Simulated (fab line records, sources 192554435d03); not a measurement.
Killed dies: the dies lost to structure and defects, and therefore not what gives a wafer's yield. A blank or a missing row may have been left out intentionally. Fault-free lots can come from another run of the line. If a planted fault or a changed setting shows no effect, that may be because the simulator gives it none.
Matching of chambers	flow n5Finfet	rieDiel-03 running N5_BEOL_M0_SAQP_ETCH_88: 4 sister chambers
The step etches underlayer in N2/H2, target depth 6.5 nm, time 5.2 s. 4 wafers are shown with their chamber, then 8 later ones without.

EACH WAFER AND ITS CHAMBER
wafer	chamber	showerheadPlenumPTorr (Torr)
L080.6	3	2.36
L089.2	1	2.63
L089.3	0	2.60
L091.4	2	2.64

WAFERS WITHOUT THEIR CHAMBER
wafer	showerheadPlenumPTorr (Torr)
L091.5	2.64
L091.6	2.63
L095.1	2.63
L095.3	2.35
L095.4	2.64
L096.2	2.60
L096.3	2.64
L096.6	2.35

WHICH CHAMBER EACH ONE RAN IN
wafer	from the rows above	in truth
L091.5	2	2
L091.6	1	1
L095.1	1	1
L095.3	3	3
L095.4	2	2
L096.2	0	0
L096.3	2	2
L096.6	3	3
8 of 8 placed correctly. From these rows, 0 cannot be placed. Placed wrongly: 0.
How it was worked out, from the rows above alone: a wafer's distance from a chamber is the root of the sum, over the readings, of the square of ((its reading less the chamber's mean) divided by the reading's scatter). The wafer belongs to the nearest chamber; if the next one is less than 2 further off, it can't be placed. The mean given for a chamber averages the wafers shown for that chamber. The scatter (one wafer shown for each chamber): square how far every hidden wafer sits from the nearest shown wafer, average those squares and take the square root.
